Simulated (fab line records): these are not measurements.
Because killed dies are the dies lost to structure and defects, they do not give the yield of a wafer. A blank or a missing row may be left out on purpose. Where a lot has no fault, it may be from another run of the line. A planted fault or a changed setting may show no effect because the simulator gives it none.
fab line records -- flow nand_harc
record: lots: 5, wafers: 15, last_day: 25
route steps=1159 shown P_M1@313 P_M2@318 END@1159
lots with no fault: from the same line, run without faults
start_h: start of the lot's first displayed wafer, in hours after the record's first day -- wait_h: time in hours since the lot's previous step -- " repeats the value in the row above -- L1.1+2: a single row standing in for several wafers -- - no value present, or no start provided -- * or withheld: withheld -- < > ~ a bound
route shown NAME@n: NAME is a module with steps in the file, n the number in the route of the first one -- usual: average and standard deviation across the fault-free wafers -- same: alike in all rows -- chamber/n: place in a boat -- sites: the reading at each site -- _std_site: standard deviation of those values -- _edge_site: the outer-site mean with the inner-site mean subtracted -- radius_mm: for every site, how far away it sits from the centre of the wafer -- mask NAME#n: copy n -- behind: the most recent tool/chamber to have shaped the wafer -- hold: cause of the lot's hold/its duration in hours/its outcome -- device: transistor that didn't switch, given as n, p or np -- end of line: the same wafers' tests at the end of the route -- a step with no rows: only its recipe -- killed: the dies lost at the first sort to structure and to defects; this is not the yield of the wafer -- map: per-die view of a wafer (x killed, . not killed, _ where there is no die)
set.NAME: the run value of the setting; set.NAME@STEP: its run value at that earlier step -- model.NAME: the simulator's own value behind a step, which no gauge read
lots at some steps of the route; a table a step, a row a wafer
services: when a tool's chamber went out of use (start_h, in hours from the record's first day, below 0 if earlier), for how many hours, and the reason
== steps ==
step: NHARC_P_M1_SRD_25
step: NHARC_P_M1_INSPECT_27
usual: raw_defect_count: 324/140
lot.wafer,tool,chamber,start_h,wait_h,raw_defect_count
L146.2,defect_inspect-01,-,114.78,0.0,299
L146.4,defect_inspect-01,-,114.78,0.0,317
L146.5,defect_inspect-01,-,114.78,0.0,245
L149.1,defect_inspect-02,-,136.95,0.0,188
L149.2,defect_inspect-02,-,136.95,0.0,164
L149.5,defect_inspect-02,-,136.95,0.0,210
L155.2,defect_inspect-01,-,188.56,0.0,460
L155.4,defect_inspect-01,-,188.56,0.0,910
L155.5,defect_inspect-01,-,188.56,0.0,502
L164.2,defect_inspect-01,-,228.82,0.0,177
L164.5,defect_inspect-01,-,228.82,0.0,183
L164.6,defect_inspect-01,-,228.82,0.0,211
L168.1,defect_inspect-02,-,252.64,0.0,277
L168.3,defect_inspect-02,-,252.64,0.0,306
L168.4,defect_inspect-02,-,252.64,0.0,193
step: NHARC_P_M1_PRE_CLEAN_32
recipe: time_s: 12, temp_c: 370, rf_power_w: 300, gas: NH3
usual: heater_power_w: 662/63
lot.wafer,tool,chamber,start_h,wait_h,heater_power_w
L146.2,pecvd-04,0,114.87,0.1,722
L146.5,pecvd-04,1,114.87,0.1,790
L146.4,pecvd-04,0,114.87,0.1,714
L149.2,pecvd-02,2,137.03,0.1,644
L149.1,pecvd-02,0,137.03,0.1,597
L149.5,pecvd-02,2,137.03,0.1,634
L155.2,pecvd-04,1,188.65,0.1,683
L155.4,pecvd-04,2,188.65,0.1,523
L155.5,pecvd-04,1,188.65,0.1,694
L164.2,pecvd-02,1,228.90,0.1,675
L164.5,pecvd-02,1,228.90,0.1,693
L164.6,pecvd-02,2,228.90,0.1,607
L168.3,pecvd-02,2,252.91,0.3,619
L168.1,pecvd-02,0,252.91,0.3,655
L168.4,pecvd-02,1,252.91,0.3,618
step: NHARC_P_M1_DEP_33
recipe: target_thk_a: 300, temp_c: 370, target_thk_nm: 30, pressure_torr: 3, flow_sccm: 200, rf_w: 450, material: SiCN
usual: heater_power_w: 604/57
lot.wafer,tool,chamber,start_h,wait_h,heater_power_w
L146.2,pecvd-04,0,115.01,0.1,632
L146.5,pecvd-04,1,115.01,0.1,611
L146.4,pecvd-04,0,115.01,0.1,627
L149.2,pecvd-02,2,137.14,0.1,562
L149.1,pecvd-02,0,137.14,0.1,546
L149.5,pecvd-02,2,137.14,0.1,548
L155.2,pecvd-04,1,188.79,0.1,668
L155.4,pecvd-04,2,188.79,0.1,544
L155.5,pecvd-04,1,188.79,0.1,676
L164.2,pecvd-02,1,229.01,0.1,649
L164.5,pecvd-02,1,229.01,0.1,652
L164.6,pecvd-02,2,229.01,0.1,504
L168.3,pecvd-02,2,252.99,0.1,529
L168.1,pecvd-02,0,252.99,0.1,656
L168.4,pecvd-02,1,252.99,0.1,697
step: NHARC_P_M2_DEP_00
recipe: target_thk_a: 1825, target_thk_nm: 182.5, temp_c: withheld, pressure_torr: 5, flow_sccm: 200, rf_w: 600, material: SiOC
step: NHARC_P_M2_DEHYDRATE_01
recipe: temp_c: 150, time_s: 120
step: NHARC_P_M2_HMDS_02
recipe: time_s: 30
step: NHARC_P_M2_COAT_34
recipe: temp_c: 200, time_s: 65
step: NHARC_P_M2_COAT_03
recipe: spin_rpm: 1500, resist_thk_nm: 90
step: NHARC_P_M2_SOFTBAKE_04
recipe: temp_c: 105, time_s: 55
step: NHARC_P_M2_EBR_05
step: NHARC_P_M2_EXPOSE_06
recipe: na: 1.35, target_cd_nm: 170, dose_mj: 80.78, mask_id: P_M2
usual: exposure_dose_mJ_cm2: 80.77/0.089
lot.wafer,tool,chamber,start_h,wait_h,mask,exposure_dose_mJ_cm2
L146.2,arfi_scanner-01,0,115.89,-,P_M2#0,80.72
L146.4,arfi_scanner-01,0,115.89,-,P_M2#0,80.63
L146.5,arfi_scanner-01,0,115.89,-,P_M2#0,80.69
L149.1,arfi_scanner-01,0,138.20,-,P_M2#0,80.77
L149.2,arfi_scanner-01,0,138.20,-,P_M2#0,80.84
L149.5,arfi_scanner-01,0,138.20,-,P_M2#0,80.82
L155.2,arfi_scanner-01,0,189.69,-,P_M2#0,79.24
L155.4,arfi_scanner-01,0,189.69,-,P_M2#0,79.19
L155.5,arfi_scanner-01,0,189.69,-,P_M2#0,79.20
L164.2,arfi_scanner-02,0,230.08,-,P_M2#0,80.89
L164.5,arfi_scanner-02,0,230.08,-,P_M2#0,80.88
L164.6,arfi_scanner-02,0,230.08,-,P_M2#0,80.93
L168.1,arfi_scanner-02,0,254.08,-,P_M2#0,80.85
L168.3,arfi_scanner-02,0,254.08,-,P_M2#0,80.85
L168.4,arfi_scanner-02,0,254.08,-,P_M2#0,80.82
step: NHARC_P_M2_PEB_07
recipe: peb_temp_c: 100, peb_time_s: 65
step: NHARC_P_M2_DEVELOP_08
recipe: develop_time_s: 35, dev_temp_c: 23
step: NHARC_P_M2_CD_MEAS_09
recipe: target_cd_nm: 170, landing_energy_ev: 500
usual: cd_nm: 170.4/0.67
lot.wafer,tool,chamber,start_h,wait_h,cd_nm
L146.2,cd_sem-03,0,116.02,-,169.6
L146.4,cd_sem-03,0,116.02,-,170.6
L146.5,cd_sem-03,0,116.02,-,170.2
L149.1,cd_sem-03,0,138.34,-,170.6
L149.2,cd_sem-03,0,138.34,-,170.6
L149.5,cd_sem-03,0,138.34,-,171.0
L155.2,cd_sem-02,0,189.83,-,172.5
L155.4,cd_sem-02,0,189.83,-,172.6
L155.5,cd_sem-02,0,189.83,-,177.0
L164.2,cd_sem-03,0,230.22,-,170.6
L164.5,cd_sem-03,0,230.22,-,169.9
L164.6,cd_sem-03,0,230.22,-,169.9
L168.1,cd_sem-02,0,254.22,-,170.8
L168.3,cd_sem-02,0,254.22,-,171.0
L168.4,cd_sem-02,0,254.22,-,170.1
step: NHARC_P_M2_OVL_MEAS_10
recipe: pitch_nm: 340
usual: overlay_x_nm: -0.3/0.97, overlay_y_nm: 0.1/0.66
lot.wafer,tool,chamber,start_h,wait_h,overlay_x_nm,overlay_y_nm
L146.2,overlay-01,-,116.11,-,-0.6,0.2
L146.4,overlay-01,-,116.11,-,-0.7,0.4
L146.5,overlay-01,-,116.11,-,-0.4,0.4
L149.1,overlay-01,-,138.43,-,0.4,-0.8
L149.2,overlay-01,-,138.43,-,-0.2,-1.1
L149.5,overlay-01,-,138.43,-,0.3,-0.5
L155.2,overlay-01,-,189.92,-,0.0,-0.5
L155.4,overlay-01,-,189.92,-,-0.7,-0.6
L155.5,overlay-01,-,189.92,-,0.3,-0.1
L164.2,overlay-01,-,230.31,-,0.3,-0.6
L164.5,overlay-01,-,230.31,-,0.4,0.0
L164.6,overlay-01,-,230.31,-,0.0,-0.6
L168.1,overlay-02,-,254.31,-,-0.3,-0.8
L168.3,overlay-02,-,254.31,-,-0.8,-0.7
L168.4,overlay-02,-,254.31,-,-0.8,-0.9
step: NHARC_P_M2_INSPECT_11
usual: raw_defect_count: 3.8/2.2
lot.wafer,tool,chamber,start_h,wait_h,raw_defect_count
L146.2,defect_inspect-02,-,116.16,0.1,4
L146.4,defect_inspect-02,-,116.16,0.1,5
L146.5,defect_inspect-02,-,116.16,0.1,3
L149.1,defect_inspect-01,-,138.47,0.0,5
L149.2,defect_inspect-01,-,138.47,0.0,4
L149.5,defect_inspect-01,-,138.47,0.0,5
L155.2,defect_inspect-01,-,189.95,0.0,3
L155.4,defect_inspect-01,-,189.95,0.0,6
L155.5,defect_inspect-01,-,189.95,0.0,5
L164.2,defect_inspect-02,-,230.36,0.1,1
L164.5,defect_inspect-02,-,230.36,0.1,7
L164.6,defect_inspect-02,-,230.36,0.1,10
L168.1,defect_inspect-01,-,254.34,0.0,0
L168.3,defect_inspect-01,-,254.34,0.0,5
L168.4,defect_inspect-01,-,254.34,0.0,3
step: NHARC_P_M2_DESCUM_14
recipe: time_s: 3, o2_flow_sccm: 200, ar_flow_sccm: 0, bias_power_w: 0, chemistry: O2
usual: chamber_pressure_mTorr: 60.01/0.049, drypump_motor_current_A: 5.6/0.45, oes_product_au: 0.998/0.012, rf_vpp_V: 58.0/0.91, showerhead_plenum_p_Torr: 1.97/0.067, throttle_valve_pct: 11.311/0.0084
lot.wafer,tool,chamber,start_h,wait_h,chamber_pressure_mTorr,drypump_motor_current_A,oes_product_au,rf_hours_counter_h,rf_vpp_V,showerhead_plenum_p_Torr,throttle_valve_pct,model.P_M2.cd_nm
L146.2,rie_diel-06,1,116.24,0.1,59.94,5.3,0.994,1,58.9,1.97,11.326,169.7
L146.4,rie_diel-06,2,116.24,0.1,59.98,5.4,1.006,2,58.0,2.06,11.292,170.9
L146.5,rie_diel-06,0,116.24,0.1,60.06,5.0,1.000,-,57.2,1.94,11.307,170.3
L149.1,rie_diel-07,0,138.53,0.1,60.04,6.3,0.971,15,57.7,2.01,11.299,170.8
L149.2,rie_diel-07,1,138.53,0.1,59.94,6.1,0.981,15,57.3,1.89,11.315,169.9
L149.5,rie_diel-07,1,138.53,0.1,60.04,6.2,0.988,-,57.8,1.89,11.323,170
L155.2,rie_diel-07,1,190.02,0.1,60.00,6.2,1.000,24,58.6,1.88,11.300,171.7
L155.4,rie_diel-07,3,190.02,0.1,60.05,6.0,1.003,25,58.0,1.94,11.322,172.7
L155.5,rie_diel-07,1,190.02,0.1,60.07,6.2,1.003,-,59.6,1.88,11.309,176.4
L164.2,rie_diel-06,2,230.42,0.1,59.95,5.4,0.995,5,58.9,2.06,11.311,172
L164.6,rie_diel-06,2,230.42,0.1,59.96,5.4,1.001,-,59.1,2.06,11.331,171.6
L164.5,rie_diel-06,3,230.42,0.1,59.91,6.0,1.004,-,57.9,1.94,11.307,169.3
L168.3,rie_diel-10,0,254.41,0.1,60.07,6.1,0.983,27,57.8,1.89,11.303,171.8
L168.4,rie_diel-10,1,254.41,0.1,60.04,5.7,1.004,26,56.7,1.94,11.303,170.6
L168.1,rie_diel-10,2,254.41,0.1,60.07,6.6,0.995,29,59.1,2.07,11.323,171.1
step: NHARC_P_M2_ETCH_35
recipe: target_depth_a: 400, overetch_a: 120, time_s: 43.94, ion_energy_ev: 200, n2_flow_sccm: 150, h2_flow_sccm: 150, ar_flow_sccm: 0, rf_w: 400, bias_w: 150, chemistry: N2/H2
usual: chamber_pressure_mTorr: 30.004/0.027, drypump_motor_current_A: 5.6/0.45, oes_product_au: 0.999/0.012, rf_vpp_V: 432.1/2.3, showerhead_plenum_p_Torr: 2.10/0.076, throttle_valve_pct: 14.172/0.0098
lot.wafer,tool,chamber,start_h,wait_h,chamber_pressure_mTorr,drypump_motor_current_A,oes_product_au,rf_hours_counter_h,rf_vpp_V,showerhead_plenum_p_Torr,throttle_valve_pct
L146.4,rie_diel-06,2,116.31,0.1,29.972,5.4,1.001,2,434.1,2.20,14.167
L146.2,rie_diel-06,0,116.31,0.1,30.013,5.0,1.020,1,430.4,2.07,14.164
L146.5,rie_diel-06,2,116.31,0.1,30.051,5.4,1.010,-,432.6,2.20,14.176
L149.1,rie_diel-07,3,138.61,0.1,29.991,6.0,0.998,15,431.4,2.07,14.144
L149.2,rie_diel-07,1,138.61,0.1,30.029,6.2,0.999,15,430.5,2.01,14.174
L149.5,rie_diel-07,0,138.61,0.1,29.952,6.3,0.984,-,433.3,2.14,14.183
L155.2,rie_diel-07,3,190.10,0.1,30.003,6.0,0.994,25,431.9,2.06,14.175
L155.4,rie_diel-07,1,190.10,0.1,29.993,6.2,0.995,24,429.5,2.01,14.165
L155.5,rie_diel-07,2,190.10,0.1,30.007,5.5,0.993,-,426.9,1.93,14.172
L164.2,rie_diel-06,3,230.53,0.1,30.017,6.0,1.020,5,430.3,2.07,14.180
L164.5,rie_diel-06,2,230.53,0.1,30.023,5.4,1.006,-,435.2,2.20,14.162
L164.6,rie_diel-06,3,230.53,0.1,30.000,6.0,1.010,-,432.7,2.07,14.172
L168.4,rie_diel-10,2,254.54,0.1,30.043,6.6,0.996,29,434.4,2.21,14.185
L168.3,rie_diel-10,3,254.54,0.1,30.025,5.0,0.992,29,435.2,2.21,14.168
L168.1,rie_diel-10,0,254.54,0.1,30.016,6.1,0.984,27,429.7,2.02,14.177
step: NHARC_P_M2_ETCH_15
recipe: target_depth_a: 1825, time_s: 91.2, c4f8_flow_sccm: withheld, ar_flow_sccm: 400, rf_w: 600, bias_w: 300, chemistry: C4F8/Ar
usual: chamber_pressure_mTorr: 24.997/0.024, oes_product_au: 0.951/0.024, rf_vpp_V: 442.6/2.3
lot.wafer,tool,chamber,start_h,wait_h,chamber_pressure_mTorr,oes_product_au,rf_hours_counter_h,rf_vpp_V
L146.2,rie_diel-06,2,-,-,25.047,0.997,2,445.7
L146.4,rie_diel-06,3,-,-,25.011,0.989,2,441.6
L146.5,rie_diel-06,1,-,-,25.025,0.980,-,443.4
L149.1,rie_diel-07,3,-,-,24.977,0.926,15,439.7
L149.2,rie_diel-07,0,-,-,24.967,0.916,15,444.1
L149.5,rie_diel-07,1,-,-,25.020,0.921,-,439.9
L155.4,rie_diel-07,0,-,-,24.987,0.913,24,443.3
L155.2,rie_diel-07,3,-,-,24.990,0.934,25,441.4
L155.5,rie_diel-07,1,-,-,24.980,0.934,-,439.6
L164.2,rie_diel-06,0,-,-,24.952,0.947,4,441.8
L164.5,rie_diel-06,0,-,-,25.044,0.940,-,442.0
L164.6,rie_diel-06,1,-,-,25.013,0.941,-,443.6
L168.4,rie_diel-10,0,-,-,25.044,0.905,27,440.4
L168.1,rie_diel-10,1,-,-,24.981,0.918,26,441.6
L168.3,rie_diel-10,2,-,-,25.007,0.923,29,444.6
step: NHARC_P_M2_CD_MEAS_16
usual: cd_nm: 170.6/1
lot.wafer,tool,chamber,start_h,wait_h,cd_nm
L146.2,cd_sem-01,-,116.53,-,170.2
L146.4,cd_sem-01,-,116.53,-,171.0
L146.5,cd_sem-01,-,116.53,-,170.1
L149.1,cd_sem-01,-,138.83,-,171.1
L149.2,cd_sem-01,-,138.83,-,169.7
L149.5,cd_sem-01,-,138.83,-,169.7
L155.2,cd_sem-02,-,190.32,-,171.8
L155.4,cd_sem-02,-,190.32,-,172.8
L155.5,cd_sem-02,-,190.32,-,176.5
L164.2,cd_sem-02,-,230.75,-,171.8
L164.5,cd_sem-02,-,230.75,-,169.3
L164.6,cd_sem-02,-,230.75,-,171.8
L168.1,cd_sem-03,-,254.78,-,170.4
L168.3,cd_sem-03,-,254.78,-,172.4
L168.4,cd_sem-03,-,254.78,-,170.0
step: NHARC_P_M2_STRIP_18
recipe: power_w: 1000, n2_flow_sccm: 150, h2_flow_sccm: 150, ar_flow_sccm: 0, bias_w: 0, chemistry: N2/H2
usual: chamber_pressure_mTorr: 29.999/0.028, drypump_motor_current_A: 5.7/0.48, oes_product_au: 0.997/0.011, rf_vpp_V: 90.8/1, showerhead_plenum_p_Torr: 2.08/0.089, throttle_valve_pct: 14.172/0.0087
lot.wafer,tool,chamber,start_h,wait_h,chamber_pressure_mTorr,drypump_motor_current_A,oes_product_au,rf_hours_counter_h,rf_vpp_V,showerhead_plenum_p_Torr,throttle_valve_pct
L146.2,rie_diel-10,3,116.61,0.1,30.008,5.0,0.999,36,90.4,1.89,14.187
L146.4,rie_diel-10,0,116.61,0.1,29.963,6.1,0.997,-,90.8,2.04,14.166
L146.5,rie_diel-10,2,116.61,0.1,30.000,6.6,0.998,-,89.6,1.90,14.160
L149.1,rie_diel-06,3,138.93,0.1,29.996,6.0,1.016,2,90.7,2.08,14.167
L149.2,rie_diel-06,1,138.93,0.1,30.016,5.4,0.994,2,91.4,2.10,14.182
L149.5,rie_diel-06,3,138.93,0.1,29.989,6.0,1.024,-,91.3,2.08,14.177
L155.4,rie_diel-06,2,190.42,0.1,29.963,5.4,0.987,4,92.6,2.20,14.181
L155.2,rie_diel-06,0,190.42,0.1,29.985,5.0,0.989,4,91.4,2.07,14.171
L155.5,rie_diel-06,2,190.42,0.1,29.964,5.4,0.994,-,91.1,2.20,14.164
L164.2,rie_diel-10,2,230.85,0.1,29.986,6.6,0.996,20,91.1,2.21,14.154
L164.6,rie_diel-10,1,230.85,0.1,29.989,5.8,0.991,-,89.8,2.07,14.171
L164.5,rie_diel-10,2,230.85,0.1,30.014,6.6,1.001,-,91.9,2.21,14.168
L168.4,rie_diel-10,3,254.87,0.1,29.992,5.0,0.996,29,91.5,2.21,14.174
L168.1,rie_diel-10,1,254.87,0.1,30.019,5.7,0.999,26,91.1,2.07,14.179
L168.3,rie_diel-10,2,254.87,0.1,30.014,6.6,1.006,29,91.5,2.21,14.169
step: NHARC_P_M2_ETCH_28
recipe: target_depth_a: 300, over_etch_frac: 0.3, time_s: 72.99, ion_energy_ev: 150, cf4_flow_sccm: 50, n2_flow_sccm: 100, ar_flow_sccm: 150, rf_w: 300, bias_w: 100, chemistry: CF4/N2
usual: chamber_pressure_mTorr: 30.00/0.03, drypump_motor_current_A: 5.7/0.48, oes_product_au: 0.999/0.01, rf_vpp_V: 314.8/1.9, showerhead_plenum_p_Torr: 2.67/0.11, throttle_valve_pct: 19.793/0.0082
lot.wafer,tool,chamber,start_h,wait_h,chamber_pressure_mTorr,drypump_motor_current_A,oes_product_au,rf_hours_counter_h,rf_vpp_V,showerhead_plenum_p_Torr,throttle_valve_pct,model.P_M2.cd_nm
L146.2,rie_diel-10,0,-,-,29.95,6.0,0.993,36,314.9,2.62,19.798,170
L146.5,rie_diel-10,2,-,-,30.00,6.6,0.993,-,310.8,2.45,19.801,169
L146.4,rie_diel-10,3,-,-,29.99,5.0,0.985,-,312.0,2.45,19.791,171.1
L149.2,rie_diel-06,2,-,-,30.03,5.4,1.000,2,317.9,2.82,19.799,169.9
L149.1,rie_diel-06,3,-,-,30.04,5.9,1.016,2,314.6,2.67,19.781,171
L149.5,rie_diel-06,3,-,-,29.95,5.9,1.006,-,314.8,2.67,19.801,169.8
L155.2,rie_diel-06,3,-,-,29.98,6.0,1.000,4,314.5,2.67,19.792,172.3
L155.4,rie_diel-06,0,-,-,29.99,5.0,1.003,4,314.9,2.66,19.796,173
L155.5,rie_diel-06,2,-,-,29.99,5.4,1.004,-,315.5,2.82,19.805,176.4
L164.2,rie_diel-10,0,-,-,29.95,6.1,0.983,20,314.8,2.60,19.795,172.4
L164.6,rie_diel-10,2,-,-,30.05,6.6,1.006,-,317.7,2.83,19.781,173
L164.5,rie_diel-10,3,-,-,29.95,5.0,0.993,-,317.3,2.83,19.791,169.3
L168.4,rie_diel-10,1,-,-,30.01,5.8,0.999,27,314.3,2.66,19.782,170.1
L168.1,rie_diel-10,2,-,-,30.05,6.6,0.997,29,319.2,2.83,19.809,171.8
L168.3,rie_diel-10,3,-,-,29.99,5.0,0.996,29,317.5,2.82,19.787,171.5
step: NHARC_P_M2_STRIP_19
recipe: time_s: 600, temp_c: 30, chemistry: post_etch_residue_remover
step: NHARC_END_SORT_01
recipe: temp_c: 25
usual: defect_limited_yield: 95.0/1.6, killed_at_array: 30/10, killed_at_other: 0.5/0.82, killed_at_periphery: 2.9/2, killed_dies: 34/11, killed_open: 3.2/1.8, killed_short: 2.0/1.4, sort_bin_2_pct: 1.5/0.68, sort_bin_3_pct: 0.28/0.21, sort_bin_4_pct: 3.1/0.97, sort_n_pass: 643/11, sort_rim_yield_pct: 94.6/2.9, sort_yield_pct: 95.0/1.6
same: gross_dies: 677, sort_bin_5_pct[%]: 0, sort_bin_6_pct[%]: 0, sort_bin_7_pct[%]: 0, sort_bin_8_pct[%]: 0, sort_rim_n_gross: 106.00
lot.wafer,tool,chamber,start_h,wait_h,defect_limited_yield[%],killed_at_array,killed_at_other,killed_at_periphery,killed_dies,killed_open,killed_short,sort_bin_2_pct[%],sort_bin_3_pct[%],sort_bin_4_pct[%],sort_n_pass,sort_rim_yield_pct[%],sort_yield_pct[%]
L146.2,prober-01,0,451.36,2.8,96.0,21,0,6,27,5,2,0.9,0.15,3.0,650,97.2,96.0
L146.4,prober-01,0,452.98,3.5,96.0,25,0,2,27,2,1,1.8,0.15,2.1,650,93.4,96.0
L146.5,prober-01,0,453.80,3.8,95.4,28,0,3,31,3,4,1.5,0.15,3.0,646,96.2,95.4
L149.1,prober-02,0,458.31,2.5,95.1,30,0,3,33,3,2,1.0,0.74,3.1,644,95.3,95.1
L149.2,prober-02,0,459.10,2.8,95.0,33,0,1,34,3,1,1.5,0.74,2.8,643,95.3,95.0
L149.5,prober-02,0,461.46,3.6,94.1,36,1,3,40,2,2,1.6,0.30,4.0,637,87.7,94.1
L155.2,prober-02,0,516.81,2.8,94.1,36,0,4,40,2,2,1.9,0.59,3.4,637,90.6,94.1
L155.4,prober-02,0,518.39,3.4,94.8,31,0,4,35,3,1,1.8,0.30,3.1,642,94.3,94.8
L155.5,prober-02,0,519.18,3.7,94.5,35,0,2,37,4,1,1.8,0.44,3.2,640,94.3,94.5
L164.2,prober-01,0,551.64,2.8,97.2,18,0,1,19,2,1,0.6,0,2.2,658,100.0,97.2
L164.5,prober-01,0,554.03,3.7,96.3,18,1,6,25,3,2,1.3,0.30,2.1,652,99.1,96.3
L164.6,prober-01,0,554.83,4.0,96.6,16,1,6,23,4,0,1.2,0.15,2.1,654,93.4,96.6
L168.1,prober-02,0,591.04,2.5,93.5,40,1,3,44,4,3,1.9,0.74,3.8,633,96.2,93.5
L168.3,prober-02,0,592.64,3.1,91.7,53,0,3,56,4,1,1.9,0.30,6.1,621,94.3,91.7
L168.4,prober-02,0,593.43,3.4,93.4,43,0,2,45,5,1,3.5,0.44,2.7,632,94.3,93.4
killed by level:class
L146.2 A_SLIT:chamber_film_flake=6 A_CHANNEL_HOLE_D1:chamber_film_flake=6 A_CONTACT:chamber_film_flake=3 P_CONTACT:chamber_film_flake=2 A_STAIRCASE:chamber_film_flake=2 P_M0:geometric_particle:open=1 P_M0:geometric_particle:short=1 P_M2:geometric_particle:open=1
L146.4 A_CHANNEL_HOLE_D1:chamber_film_flake=10 A_SLIT:chamber_film_flake=7 A_STAIRCASE:chamber_film_flake=3 A_CONTACT:chamber_film_flake=2 A_SOURCE_PLATE:geometric_particle:open=1 A_WL_FILL:geometric_particle:short=1 A_CONTACT:geometric_particle:open=1 P_STI:chamber_film_flake=1
L146.5 A_CHANNEL_HOLE_D1:chamber_film_flake=10 A_SLIT:chamber_film_flake=7 A_CONTACT:chamber_film_flake=4 P_M0:geometric_particle:open=2 A_CHANNEL_FILL_D1:geometric_particle:short=2 A_STAIRCASE:chamber_film_flake=2 A_ONON_D1:geometric_particle:short=1 A_WL_FILL:geometric_particle:open=1
L149.1 A_CHANNEL_HOLE_D1:chamber_film_flake=11 A_SLIT:chamber_film_flake=9 A_STAIRCASE:chamber_film_flake=3 A_CONTACT:chamber_film_flake=3 P_ZERO_WELL:chamber_film_flake=2 P_CONTACT:geometric_particle:open=1 A_ONON_D1:geometric_particle:short=1 A_WL_FILL:geometric_particle:short=1
L149.2 A_SLIT:chamber_film_flake=13 A_CHANNEL_HOLE_D1:chamber_film_flake=7 A_CONTACT:chamber_film_flake=7 A_BLC:geometric_particle:open=2 A_STAIRCASE:chamber_film_flake=2 P_M0:geometric_particle:open=1 A_M0:geometric_particle:short=1 A_WL_FILL:chamber_film_flake=1
L149.5 A_CHANNEL_HOLE_D1:chamber_film_flake=12 A_SLIT:chamber_film_flake=12 A_CONTACT:chamber_film_flake=5 A_STAIRCASE:chamber_film_flake=4 P_M0:geometric_particle:short=1 A_CHANNEL_FILL_D1:geometric_particle:short=1 A_SGD_CUT:geometric_particle:open=1 A_M0:geometric_particle:open=1
L155.2 A_CHANNEL_HOLE_D1:chamber_film_flake=14 A_SLIT:chamber_film_flake=13 A_STAIRCASE:chamber_film_flake=4 P_STI:chamber_film_flake=2 P_CONTACT:geometric_particle:short=1 A_CHANNEL_HOLE_D1:geometric_particle:open=1 A_WL_FILL:geometric_particle:short=1 A_CONTACT:geometric_particle:open=1
L155.4 A_SLIT:chamber_film_flake=14 A_CHANNEL_HOLE_D1:chamber_film_flake=10 P_STI:chamber_film_flake=3 A_STAIRCASE:chamber_film_flake=2 A_CONTACT:chamber_film_flake=2 P_GATE:geometric_particle:open=1 A_ONON_D1:geometric_particle:open=1 A_CHANNEL_FILL_D1:geometric_particle:short=1
L155.5 A_CHANNEL_HOLE_D1:chamber_film_flake=11 A_SLIT:chamber_film_flake=11 A_STAIRCASE:chamber_film_flake=7 A_CONTACT:chamber_film_flake=2 P_CONTACT:geometric_particle:open=1 P_M1:geometric_particle:short=1 A_ONON_D1:geometric_particle:open=1 A_CHANNEL_FILL_D1:geometric_particle:open=1
L164.2 A_CHANNEL_HOLE_D1:chamber_film_flake=7 A_CONTACT:chamber_film_flake=5 A_STAIRCASE:chamber_film_flake=2 A_CHANNEL_FILL_D1:geometric_particle:short=1 A_CONTACT:geometric_particle:open=1 A_M0:geometric_particle:open=1 P_ZERO_WELL:chamber_film_flake=1 A_ZERO_WELL:chamber_film_flake=1
L164.5 P_ZERO_WELL:chamber_film_flake=5 A_CHANNEL_HOLE_D1:chamber_film_flake=5 A_CONTACT:chamber_film_flake=5 A_WL_FILL:chamber_film_flake=2 A_CHANNEL_FILL_D1:geometric_particle:short=1 A_CHANNEL_FILL_D1:geometric_particle:open=1 A_CONTACT:geometric_particle:short=1 A_CONTACT:geometric_particle:open=1
L164.6 A_CHANNEL_HOLE_D1:chamber_film_flake=5 P_ZERO_WELL:chamber_film_flake=4 A_SGD_CUT:chamber_film_flake=4 A_STAIRCASE:chamber_film_flake=3 A_CHANNEL_FILL_D1:geometric_particle:open=2 P_GATE:geometric_particle:open=1 A_BLC:geometric_particle:open=1 P_STI:chamber_film_flake=1
L168.1 A_SLIT:chamber_film_flake=22 A_CONTACT:chamber_film_flake=8 A_CHANNEL_HOLE_D1:chamber_film_flake=6 P_CONTACT:geometric_particle:short=2 A_CONTACT:geometric_particle:open=2 P_M0:geometric_particle:open=1 A_SGD_CUT:geometric_particle:open=1 STARTING-WAFER:geometric_particle:short=1
L168.3 A_SLIT:chamber_film_flake=19 A_CHANNEL_HOLE_D1:chamber_film_flake=11 A_CONTACT:chamber_film_flake=11 A_WL_FILL:chamber_film_flake=3 A_CONTACT:geometric_particle:open=2 P_STI:chamber_film_flake=2 A_STAIRCASE:chamber_film_flake=2 A_ONON_D1:geometric_particle:open=1
L168.4 A_SLIT:chamber_film_flake=15 A_CHANNEL_HOLE_D1:chamber_film_flake=12 A_CONTACT:chamber_film_flake=10 A_WL_FILL:geometric_particle:open=2 P_STI:geometric_particle:open=1 A_SOURCE_PLATE:geometric_particle:short=1 A_ONON_D1:geometric_particle:open=1 A_CONTACT:geometric_particle:open=1
== services ==
tool,chamber,start_h,hours,kind
rie_diel-10,0,93.35,2.2,repair
rie_diel-06,0,97.70,-,clean
rie_diel-06,1,97.70,-,clean
rie_diel-06,2,97.70,-,clean
rie_diel-06,3,97.70,-,clean
rie_diel-10,1,114.19,4.5,repair
rie_diel-06,0,122.20,-,clean
rie_diel-06,1,122.20,-,clean
rie_diel-06,2,122.20,-,clean
rie_diel-06,3,122.20,-,clean
arfi_scanner-01,-,126.03,0.7,repair
rie_diel-10,0,129.54,4.9,repair
pecvd-02,-,145.40,0.4,repair
pecvd-04,-,146.80,1.5,repair
pecvd-02,-,153.00,13.0,pm
rie_diel-10,-,176.66,9.0,pm
pecvd-02,-,190.39,1.8,repair
pecvd-04,-,195.16,13.0,pm
arfi_scanner-01,-,196.00,4.0,pm
rie_diel-06,0,200.43,12.3,repair
pecvd-02,0,223.33,5.0,repair
rie_diel-07,-,228.20,9.0,pm
rie_diel-06,-,241.20,9.0,pm
rie_diel-06,2,251.69,4.9,repair
== key ==
first_sign: step: NHARC_P_M2_EXPOSE_06, reading: exposure_dose_mJ_cm2, direction: down, sigmas: 18, usual: 80.77, struck: 79.21
effect: step: NHARC_P_M2_CD_MEAS_09, reading: cd_nm, direction: up, sigmas: 5.5, usual: 170.4, struck: 174.0, through: control_loop
effect: step: NHARC_P_M2_CD_MEAS_16, reading: cd_nm, direction: up, sigmas: 3, usual: 170.6, struck: 173.7, through: control_loop
model_effect: step: NHARC_P_M2_DESCUM_14, value: P_M2.cd_nm, without: 169.6, struck: 173.6
model_effect: step: NHARC_P_M2_ETCH_28, value: P_M2.cd_nm, without: 169.9, struck: 173.9
met_at NHARC_P_M2_EXPOSE_06
struck_wafers L155.2,L155.4,L155.5
loop_trim: step: NHARC_P_M2_EXPOSE_06, setting: dose, lots: L155
onset_between 138.20 189.69
fault: kind: process_parameter_drift, tool: arfi_scanner-01, chamber: -, onset_h: 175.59, steps: NHARC_P_M2_EXPOSE_06, channel: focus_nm, offset: 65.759, spread_by_wafer: 0.3, shape: step, end_h: 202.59
loop_trim: a control loop set the setting to another value than it would have without faults
